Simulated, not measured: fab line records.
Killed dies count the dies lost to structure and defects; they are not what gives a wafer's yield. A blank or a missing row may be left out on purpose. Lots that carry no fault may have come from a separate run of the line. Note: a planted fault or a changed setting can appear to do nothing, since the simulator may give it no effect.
Code-filled problem report in 8D (eight disciplines) form -- flow n5Finfet -- the parts of the form that need people (team, actions taken, sign-off) are left out

## 1. WHAT IS WRONG
Mean of killed_at_M4_up at N5_PASSIVATION_PROBE_49: 143 across 6 wafers in 2 lots; on wafers with no fault it is 14 (standard deviation 5.7). Relative to the usual mean, that is a shift of +23 standard deviations.
The first sign was on wafer L418.1 at day 15 09:40, on prober-01. Wafers with a number at this step in the record: 6, from 2 lots. By rule, "out" or "out of limits" means more than 4 standard deviations away from the usual mean. The rest of the wafers with a number are treated as sound.

## 2. WHAT IT IS, WHAT IT ISN'T
question,is,is not
which readings at this step,"killed_at_M4_up, defectLimitedYield, killedDies, sort_bin_5_function, sortNPass, sortYieldPct","killed_at_M0_to_M3, killedAtFrontEnd, killedAtOther, killedOpen, killedShort"
which lots,"L418, L421",-
which wafers of those lots,all that have a number,-
read on which tools,prober-01,-
when,from day 15 09:40,up to then (0 sound wafers)

## 3. SUSPECTS, AND WHAT RULES EACH OUT
Counting: any tool at a process step up to the reading is kept as a suspect provided that every lot that is out went through it and no sound lot did after the first of them.
- rieDiel-06 at N5_BEOL_M9_ETCH_76 (etches underlayer in N2/H2, target depth 6.5 nm, time 5.2 s): kept. It ran every lot that is out, first L418 (day 12 18:27), and no sound lot after that.
- prober-01 at N5_PASSIVATION_PROBE_49: kept. It ran every lot that is out, first L418 (day 15 09:40), and no sound lot after that. Its own defectLimitedYield, killed_at_M4_up, killedDies, sort_bin_5_function, sortNPass, sortYieldPct readings are out on those wafers.
Left after counting: rieDiel-06 at N5_BEOL_M9_ETCH_76, prober-01 at N5_PASSIVATION_PROBE_49.

## 4. THE CAUSE (what the simulator had put in)
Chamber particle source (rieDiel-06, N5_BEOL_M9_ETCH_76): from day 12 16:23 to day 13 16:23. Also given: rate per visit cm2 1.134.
This tool is one of the 2 suspects left after counting.

## 5. THE CHAIN OF EFFECTS, in route order
Each row: a reading whose mean over the struck wafers that have a number lies more than 3 standard deviations from the usual. Only readings whose record carries a usual standard deviation are examined. hours: median over the lots of the time between each lot's start at the first step of this table that gives one and its start at this step. sigmas: the change, counted in usual standard deviations.
hours,step,reading,usual,on struck wafers,change,sigmas
0,N5_PASSIVATION_PROBE_49,defectLimitedYield,90.9 %,79.9,-11.0,-6.9
0,N5_PASSIVATION_PROBE_49,killed_at_M4_up,14,143,+129,+23
0,N5_PASSIVATION_PROBE_49,killedDies,107,237,+130,+6.9
0,N5_PASSIVATION_PROBE_49,killedOnRim,14,26,+12,+3.1
0,N5_PASSIVATION_PROBE_49,sort_bin_5_function,5.3 %,12.8,+7.5,+6.8
0,N5_PASSIVATION_PROBE_49,sortNPass,1073,943,-130,-6.9
0,N5_PASSIVATION_PROBE_49,sortYieldPct,90.9 %,79.9,-11.0,-6.9
Its process steps:
- N5_PASSIVATION_PROBE_49

## 6. WHAT WOULD HAVE CAUGHT IT SOONER
In this record no reading fell out of limits until day 15 09:40, 65 hours after the fault had begun at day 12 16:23.
Tool readings at N5_BEOL_M9_ETCH_76 with a usual standard deviation given in the record: none out on any struck wafer, hence no alarm at a limit of 4 standard deviations on them.
By day 15 09:40 the whole set of lots that are out, 2 in number, had already begun N5_BEOL_M9_ETCH_76 on rieDiel-06. Tool hold at that time: it would have spared none of them.
